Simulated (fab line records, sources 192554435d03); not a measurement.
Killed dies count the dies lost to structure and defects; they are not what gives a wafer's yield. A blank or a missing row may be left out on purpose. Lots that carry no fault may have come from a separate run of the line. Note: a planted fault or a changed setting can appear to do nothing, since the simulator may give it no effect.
2 desks, one fault :: flow n5_finfet :: each desk has only its own numbers; what lay behind them comes last

THE METROLOGY DESK
What the gauges read for every lot (on any tool): the sampled wafers with a number, averaged. Any lot whose mean is over 4 standard deviations away from the usual mean is out of limits and marked OUT; that distance is given in the brackets. Shown are 7 of the 11 readings it has, namely the first that went out of limits plus those furthest out on some lot.
Columns: A = FIN_CUT_OVL at N5_FIN_CUT_OVL_MEAS_09, usual -0.4 nm; B = DIBL_N at N5_BEOL_M4_RC_MEAS_101, usual 36.6 mV/V; C = DIBL_P at N5_BEOL_M4_RC_MEAS_101, usual 36.4 mV/V; D = ION_N at N5_BEOL_M4_RC_MEAS_101, usual 678 uA/um; E = ION_P at N5_BEOL_M4_RC_MEAS_101, usual 464 uA/um; F = SS_N at N5_BEOL_M4_RC_MEAS_101, usual 71.5 mV/dec; G = VT_P at N5_BEOL_M4_RC_MEAS_101, usual -249 mV
lot: L571
first seen here: day 3 03:47
A: -0.2
B: 37.9
C: 36.9
D: 694
E: 473
F: 71.6
G: -245

lot: L573
first seen here: day 3 16:44
A: -0.7
B: 38.4
C: 37.4
D: 683
E: 465
F: 72.3
G: -247

lot: L577
first seen here: day 4 14:50
A: -0.4
B: 35.4
C: 35.1
D: 669
E: 460
F: 71.2
G: -251

lot: L578
first seen here: day 4 20:37
A: -0.5
B: 34.5
C: 35.5
D: 678
E: 469
F: 71.2
G: -245

lot: L579
first seen here: day 5 03:08
A: 0.2
B: 36.1
C: 35.3
D: 677
E: 463
F: 71.3
G: -249

lot: L582
first seen here: day 5 21:44
A: -0.2
B: 37.8
C: 36.9
D: 675
E: 464
F: 72.5
G: -245

lot: L585
first seen here: day 6 14:50
A: 11.1 (+18) OUT
B: 35.9
C: 35.5
D: 679
E: 467
F: 70.8
G: -249

lot: L586
first seen here: day 6 20:27
A: 10.6 (+17) OUT
B: 37.1
C: 37.5
D: 668
E: 461
F: 71.4
G: -250

lot: L588
first seen here: day 7 10:10
A: -0.8
B: 37.2
C: 38.6
D: 676
E: 465
F: 72.1
G: -249
Finding of this desk: L585, L586 out of limits, first seen on L585 at day 6 14:50 (FIN_CUT_OVL at N5_FIN_CUT_OVL_MEAS_09). L571, L573, L577, L578, L579, L582, L588: within limits.

AT THE TOOL OWNER'S DESK: euv_scanner-01
The tool's own readings at N5_FIN_CUT_EXPOSE_05 (exposes mask FIN CUT): means of the sampled wafers that have a number, for each lot that ran on this tool. Any lot whose mean is over 4 standard deviations away from the usual mean is out of limits and marked OUT; that distance is given in the brackets.
Columns: A = exposure_dose_mJ_cm2 at N5_FIN_CUT_EXPOSE_05, usual 46.2
lot: L571
first seen here: day 3 03:38
A: 46.6

lot: L573
first seen here: day 3 16:34
A: 46.6

lot: L577
first seen here: day 4 14:40
A: 46.7

lot: L585
first seen here: day 6 14:40
A: 46.6

lot: L586
first seen here: day 6 20:17
A: 46.6
This desk's verdict: no lot among the 5 shows anything out of limits.

PUT TOGETHER
Metrology desk: alarm possible at day 6 14:50 on L585, L586.
The tool owner's desk saw nothing out of limits.
On record at the tool owner's desk: L585, L586, within its limits.
Of the lots named, all ran N5_FIN_CUT_EXPOSE_05 on euv_scanner-01.

WHAT HAD BEEN PUT IN BY THE SIMULATOR
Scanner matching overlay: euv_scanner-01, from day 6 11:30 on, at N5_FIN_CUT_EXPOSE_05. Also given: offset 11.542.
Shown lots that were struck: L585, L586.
Per desk, hours elapsed from the start of the fault to the first reading out of limits: for the metrology desk, 3.
